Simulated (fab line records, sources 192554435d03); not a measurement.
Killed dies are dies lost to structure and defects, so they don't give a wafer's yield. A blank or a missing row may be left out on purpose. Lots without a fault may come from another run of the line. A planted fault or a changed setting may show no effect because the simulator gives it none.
One fault seen from 2 desks | flow n5_finfet | each desk has only its own numbers; what lay behind them comes last

THE DEFECT DESK
What the inspections along the route counted, lot by lot: means of the sampled wafers that have a number. A lot is out of limits, marked OUT, if its mean lies more than 4 standard deviations from the usual mean; the brackets give that distance.
Columns: A = raw_defect_count at N5_BEOL_M12_INSPECT_12, usual 2.1
lot  | first seen here | A
L733 | day 10 02:08    | 2.0
L736 | day 11 05:01    | 2.7
L737 | day 11 09:50    | 2.3
L738 | day 11 18:26    | 0.7
L739 | day 11 23:30    | 2.7
L742 | day 12 08:12    | 1.3
L743 | day 12 20:10    | 3.0
L750 | day 14 16:58    | 1.7
L752 | day 15 08:23    | 1.3
L753 | day 15 15:43    | 3.0
L756 | day 16 08:52    | 1.3
This desk's finding: nothing out of limits on any of the 11 lots.

THE TOOL OWNER'S DESK: pvd_sputter-03
The tool's own readings at N5_BEOL_M12_SPUTTER_44 (material Ta, target thk 10 nm, time 16.13 s): means of the sampled wafers that have a number, for each lot that ran on this tool. A lot is out of limits, marked OUT, if its mean lies more than 4 standard deviations from the usual mean; the brackets give that distance.
Columns: A = substrate_temp_c at N5_BEOL_M12_SPUTTER_44, usual 50.01 C; B = throttle_valve_pct at N5_BEOL_M12_SPUTTER_44, usual 29.8 %
lot  | first seen here | A     | B
L737 | day 11 16:11    | 49.97 | 30.0
L739 | day 12 02:20    | 50.05 | 30.2
L742 | day 12 10:58    | 49.98 | 30.3
L743 | day 13 00:43    | 50.06 | 28.7
This desk's finding: nothing out of limits on any of the 4 lots.

PUT TOGETHER
The defect desk saw nothing out of limits.
The tool owner's desk saw nothing out of limits.

WHAT THE SIMULATOR HAD PUT IN
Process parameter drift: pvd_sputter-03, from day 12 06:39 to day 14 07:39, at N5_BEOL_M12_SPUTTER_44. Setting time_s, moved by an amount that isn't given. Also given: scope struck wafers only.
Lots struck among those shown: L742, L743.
